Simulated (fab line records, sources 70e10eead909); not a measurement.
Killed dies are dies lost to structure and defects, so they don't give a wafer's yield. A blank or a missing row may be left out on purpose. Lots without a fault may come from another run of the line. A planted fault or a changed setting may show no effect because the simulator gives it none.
A struck lot beside a sound one | flow nand_harc | 15 steps out of a route of 1159
Sound: wafers L461.1, L461.4, L461.5. Struck: wafers L456.1, L456.4, L456.6. The cause comes at the end.
At each step with rows: each side's tool, then ch and its chambers, then its first start. Under that, the readings that differ: sound wafers | struck wafers | difference of the means | sigmas: that difference in standard deviations of wafers without a fault.
alike: readings whose means differ by less than 2 such deviations, and words and numbers that are the same on both sides. not compared: withheld readings, readings that some wafer has no value for, bounds like >300 that may hide the same value, and numbers for which the record gives no deviation and whose values overlap.
The two part at a step that has a row with sigmas, a row that says differs or no value, or rows on one side only. Numbers that don't overlap but have no deviation are shown without sigmas and don't part them. A reading that every wafer of one side lacks parts them only if that side has two wafers or more.

first, 4 steps without rows for these wafers: NHARC_A_BLC_EBR_06; NHARC_A_BLC_EXPOSE_07 (exposes mask A BLC, target cd 100 nm); NHARC_A_BLC_PEB_08 (peb time 65 s); NHARC_A_BLC_DEVELOP_09 (develop time 35 s).
NHARC_A_BLC_CD_MEAS_10: target cd 100 nm.
  sound on cd_sem-03 ch 0, day 21 03:27; struck on cd_sem-03 ch 0, day 19 21:17
  alike: cd_nm
NHARC_A_BLC_OVL_MEAS_11:
  sound on overlay-01, day 21 03:32; struck on overlay-01, day 19 21:23
  alike: overlay_x_nm, overlay_y_nm
NHARC_A_BLC_INSPECT_12:
  sound on defect_inspect-02, day 21 03:35; struck on defect_inspect-01, day 19 21:25
  alike: raw_defect_count
NHARC_A_BLC_DESCUM_15: chemistry O2, time 3 s.
  sound on rie_diel-07 ch 0,1,3, day 21 03:38; struck on rie_diel-07 ch 1,2,3, day 19 21:29
  reading      | sound          | struck         | difference | sigmas
  rf_vpp_V (V) | 58.1 56.0 57.7 | 59.2 60.6 59.1 | +2.4       | +3
  alike: drypump_motor_current_A, oes_product_au, showerhead_plenum_p_Torr, throttle_valve_pct
  not compared: rf_hours_counter_h
NHARC_A_BLC_ETCH_16: etches the open film in CF4, target depth 39 nm, time 65 s.
  sound on rie_diel-07 ch 0,1,3, day 21 03:43; struck on rie_diel-07 ch 1,2, day 19 21:35
  alike: drypump_motor_current_A, oes_product_au, rf_vpp_V, showerhead_plenum_p_Torr, throttle_valve_pct
  not compared: rf_hours_counter_h
NHARC_A_BLC_ETCH_17: etches the open film in N2/H2, target depth 390 nm, time 609.38 s.
  sound on rie_diel-07 ch 1,2,3; struck on rie_diel-07 ch 1,2,3
  alike: drypump_motor_current_A, oes_product_au, rf_vpp_V, showerhead_plenum_p_Torr, throttle_valve_pct
  not compared: rf_hours_counter_h
NHARC_A_BLC_ETCH_18: etches the open film in C4F8/O2/Ar, target depth 910 nm.
  sound on rie_diel-07 ch 0,3; struck on rie_diel-07 ch 0,1
  alike: oes_product_au, rf_vpp_V
  not compared: rf_hours_counter_h
NHARC_A_BLC_CD_MEAS_19:
  sound on cd_sem-03, day 21 04:37; struck on cd_sem-01, day 19 22:34
  alike: cd_nm
NHARC_A_BLC_STRIP_29: strips in CF4.
  sound on rie_diel-07 ch 0,1,3, day 21 04:41; struck on rie_diel-07 ch 2,3, day 19 22:38
  no value came back on the struck wafers for any of 7 readings (bias_w (W), cf4_flow_sccm (sccm) and others); on the sound wafers bias_w (W) reads 0 0 0
  not compared: rf_hours_counter_h
NHARC_A_BLC_STRIP_21: strips in O2.
  sound on rie_diel-07 ch 1,2,3, day 21 04:47; struck on rie_diel-07 ch 0,1, day 19 22:44
  alike: chamber_pressure_mTorr, drypump_motor_current_A, oes_product_au, rf_vpp_V, showerhead_plenum_p_Torr, throttle_valve_pct
  not compared: rf_hours_counter_h
-- the record jumps here: 2 days lie between the struck wafers' starts before and after (it left off in module A_BLC and takes up again in module END, whose first step shown is number 1159 of the route) --
NHARC_END_SORT_01:
  the record has rows for the struck wafers here (prober-02 ch 0, day 22 02:35) and none for the sound ones

WHERE THEY PART
First at NHARC_A_BLC_DESCUM_15; last, within this record, at NHARC_END_SORT_01.

WHY: what the simulator had put in
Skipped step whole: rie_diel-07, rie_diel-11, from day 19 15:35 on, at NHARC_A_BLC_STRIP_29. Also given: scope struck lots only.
